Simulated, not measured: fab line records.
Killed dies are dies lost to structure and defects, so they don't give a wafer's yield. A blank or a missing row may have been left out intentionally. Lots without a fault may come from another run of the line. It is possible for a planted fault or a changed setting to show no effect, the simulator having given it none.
Matching of chambers + flow n5-finfet + 4 sister chambers for N5_BEOL_M13_ETCH_59 on rie-diel-04
The step etches BARC in N2/H2, target depth 89 nm, overetch 26.7 nm, time 67.9 s. 18 wafers are shown with their chamber, then 9 later ones without.

EACH WAFER AND ITS CHAMBER
| wafer  | chamber | drypump-motor-current-A (A) | showerhead-plenum-p-Torr (Torr) | throttle-valve-pct (%) |
|--------|---------|-----------------------------|---------------------------------|------------------------|
| L075.1 | 2       | 5.6                         | 2.56                            | 17.63                  |
| L075.2 | 0       | 6.5                         | 2.66                            | 18.13                  |
| L075.4 | 1       | 6.6                         | 2.50                            | 17.59                  |
| L077.1 | 3       | 5.4                         | 2.49                            | 17.88                  |
| L077.4 | 2       | 5.6                         | 2.55                            | 17.63                  |
| L077.6 | 0       | 6.6                         | 2.66                            | 18.14                  |
| L081.3 | 0       | 6.5                         | 2.66                            | 18.17                  |
| L081.5 | 3       | 5.4                         | 2.48                            | 17.89                  |
| L081.6 | 0       | 6.6                         | 2.66                            | 18.17                  |
| L087.1 | 2       | 5.6                         | 2.54                            | 17.67                  |
| L087.3 | 1       | 6.5                         | 2.49                            | 17.64                  |
| L087.4 | 0       | 6.6                         | 2.65                            | 18.19                  |
| L089.1 | 0       | 6.5                         | 2.65                            | 18.19                  |
| L089.2 | 2       | 5.6                         | 2.54                            | 17.67                  |
| L089.6 | 2       | 5.6                         | 2.54                            | 17.66                  |
| L091.2 | 2       | 5.6                         | 2.54                            | 17.66                  |
| L091.4 | 3       | 5.4                         | 2.48                            | 17.92                  |
| L091.5 | 1       | 6.5                         | 2.49                            | 17.63                  |

SIGNATURES (means of the wafers above)
| reading                  | chamber 0 | chamber 1 | chamber 2 | chamber 3 | scatter within a chamber |
|--------------------------|-----------|-----------|-----------|-----------|--------------------------|
| drypump-motor-current-A  | 6.550     | 6.533     | 5.600     | 5.400     | 0.0393                   |
| showerhead-plenum-p-Torr | 2.6567    | 2.4933    | 2.5450    | 2.4833    | 0.00664                  |
| throttle-valve-pct       | 18.1650   | 17.6200   | 17.6533   | 17.8967   | 0.0226                   |
Rule: a wafer lies at a distance from a chamber equal to the root of the sum of squares, over the readings, of (its reading less the chamber's mean, divided by the reading's scatter). The wafer belongs to the nearest chamber; if the next one is less than 2 further off, it can't be placed. The scatter: the root of (the sum of the squares of (reading less its chamber's mean) over the shown wafers, divided by (wafers less chambers)).

WAFERS WITH NO CHAMBER GIVEN
| wafer  | drypump-motor-current-A (A) | showerhead-plenum-p-Torr (Torr) | throttle-valve-pct (%) |
|--------|-----------------------------|---------------------------------|------------------------|
| L093.1 | 6.5                         | 2.49                            | 17.66                  |
| L093.4 | 6.6                         | 2.65                            | 18.21                  |
| L093.6 | 6.5                         | 2.49                            | 17.66                  |
| L095.3 | 6.5                         | 2.65                            | 18.20                  |
| L095.5 | 5.6                         | 2.54                            | 17.70                  |
| L095.6 | 6.5                         | 2.49                            | 17.65                  |
| L097.3 | 5.4                         | 2.47                            | 17.95                  |
| L097.4 | 6.6                         | 2.65                            | 18.22                  |
| L097.5 | 5.4                         | 2.47                            | 17.93                  |

WHICH CHAMBER EACH ONE RAN IN
| wafer  | from the rows above | in truth |
|--------|---------------------|----------|
| L093.1 | 1                   | 1        |
| L093.4 | 0                   | 0        |
| L093.6 | 1                   | 1        |
| L095.3 | 0                   | 0        |
| L095.5 | 2                   | 2        |
| L095.6 | 1                   | 1        |
| L097.3 | 3                   | 3        |
| L097.4 | 0                   | 0        |
| L097.5 | 3                   | 3        |
9 of 9 placed correctly. From these rows, 0 cannot be placed. Number placed wrongly: 0.
